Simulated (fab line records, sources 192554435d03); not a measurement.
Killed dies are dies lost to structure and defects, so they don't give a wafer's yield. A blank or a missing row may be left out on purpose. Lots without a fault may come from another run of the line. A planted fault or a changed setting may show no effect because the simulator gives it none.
Which tool did it? | flow n5_finfet | 12 lots, 36 wafers sampled, at 1 step of a route of 1938

WHAT THE GAUGES READ, wafer by wafer
N5_BEOL_M1_CD_MEAS_18: pitch 36 nm, target cd 18 nm.
lot  | measured     | on        | cd_nm (nm)
L075 | day 6 16:16  | cd_sem-03 | 17.9 17.4 18.3
L077 | day 6 23:10  | cd_sem-03 | 18.2 17.7 17.6
L079 | day 7 09:43  | cd_sem-01 | 18.1 17.9 18.0
L081 | day 7 22:21  | cd_sem-03 | 17.9 18.4 18.4
L083 | day 8 05:34  | cd_sem-02 | 18.1 18.0 18.3
L085 | day 9 03:09  | cd_sem-01 | 18.9 18.4 18.0
L088 | day 9 14:28  | cd_sem-01 | 18.1 18.1 18.2
L089 | day 10 02:43 | cd_sem-02 | 17.8 18.0 17.3
L092 | day 10 09:07 | cd_sem-01 | 17.5 17.1 18.5
L093 | day 10 22:01 | cd_sem-02 | 18.0 17.6 18.4
L095 | day 11 08:10 | cd_sem-03 | 17.9 17.9 17.6
L097 | day 11 23:22 | cd_sem-02 | 18.0 18.3 18.1

WHICH TOOL RAN EACH LOT (tool, then ch and the chambers of the sampled wafers, then the start)
The record holds no process step before these readings.

THE ANSWER, worked out from the rows above alone
Rule: what is usual is taken from the lots themselves. Put in order of their means at a reading, lots are off if they are a third of the lots or fewer, leave a main group of 4 or more, and stand apart from it by a gap of 3 or more times the standard deviation of the main group's means; of several such gaps the widest counts. A main group whose means are all the same, to the digits that the tables above print for the reading, isn't used. A lot without any number at a reading at which 4 lots or more have one is off too. The other lots that the step has rows for count as sound.
No lot is off at any reading shown: from this, nothing can be told.

WHAT THE SIMULATOR HAD PUT IN
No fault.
